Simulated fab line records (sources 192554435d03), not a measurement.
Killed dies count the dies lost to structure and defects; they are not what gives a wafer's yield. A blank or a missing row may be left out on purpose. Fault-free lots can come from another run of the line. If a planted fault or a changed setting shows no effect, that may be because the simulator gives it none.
Chamber matching / flow n5 finfet / rie diel-04 running N5_BEOL_M7_STRIP_19: 4 sister chambers
The step strips in O2. 4 wafers are shown with their chamber, then 11 later ones without.

WAFERS WITH THEIR CHAMBER
wafer=L076.6; chamber=1; showerhead plenum p Torr (Torr)=2.16
wafer=L082.4; chamber=0; showerhead plenum p Torr (Torr)=1.97
wafer=L082.5; chamber=3; showerhead plenum p Torr (Torr)=2.23
wafer=L083.4; chamber=2; showerhead plenum p Torr (Torr)=2.06

WAFERS WHOSE CHAMBER IS MISSING
wafer=L083.5; showerhead plenum p Torr (Torr)=1.97
wafer=L083.6; showerhead plenum p Torr (Torr)=2.16
wafer=L086.1; showerhead plenum p Torr (Torr)=2.23
wafer=L086.3; showerhead plenum p Torr (Torr)=2.16
wafer=L086.5; showerhead plenum p Torr (Torr)=2.16
wafer=L087.1; showerhead plenum p Torr (Torr)=2.23
wafer=L087.3; showerhead plenum p Torr (Torr)=2.16
wafer=L087.6; showerhead plenum p Torr (Torr)=1.97
wafer=L096.1; showerhead plenum p Torr (Torr)=2.22
wafer=L096.2; showerhead plenum p Torr (Torr)=2.05
wafer=L096.5; showerhead plenum p Torr (Torr)=2.22

WHICH CHAMBER EACH ONE RAN IN
wafer=L083.5; from the rows above=0; in truth=0
wafer=L083.6; from the rows above=1; in truth=1
wafer=L086.1; from the rows above=3; in truth=3
wafer=L086.3; from the rows above=1; in truth=1
wafer=L086.5; from the rows above=1; in truth=1
wafer=L087.1; from the rows above=3; in truth=3
wafer=L087.3; from the rows above=1; in truth=1
wafer=L087.6; from the rows above=0; in truth=0
wafer=L096.1; from the rows above=3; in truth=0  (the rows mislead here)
wafer=L096.2; from the rows above=2; in truth=2
wafer=L096.5; from the rows above=3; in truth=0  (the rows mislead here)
9 of 11 placed correctly. From these rows, 0 cannot be placed. Number placed wrongly: 2.
How it was worked out, from the rows above alone: a wafer's distance from a chamber is the root of the sum, over the readings, of the square of ((its reading less the chamber's mean) divided by the reading's scatter). The wafer belongs to the nearest chamber; if the next one is less than 2 further off, it can't be placed. For every chamber, the mean is computed from those of its wafers that are shown. The scatter: with one shown wafer a chamber, the root of the mean of the squares of how far each hidden wafer lies from its nearest shown one.
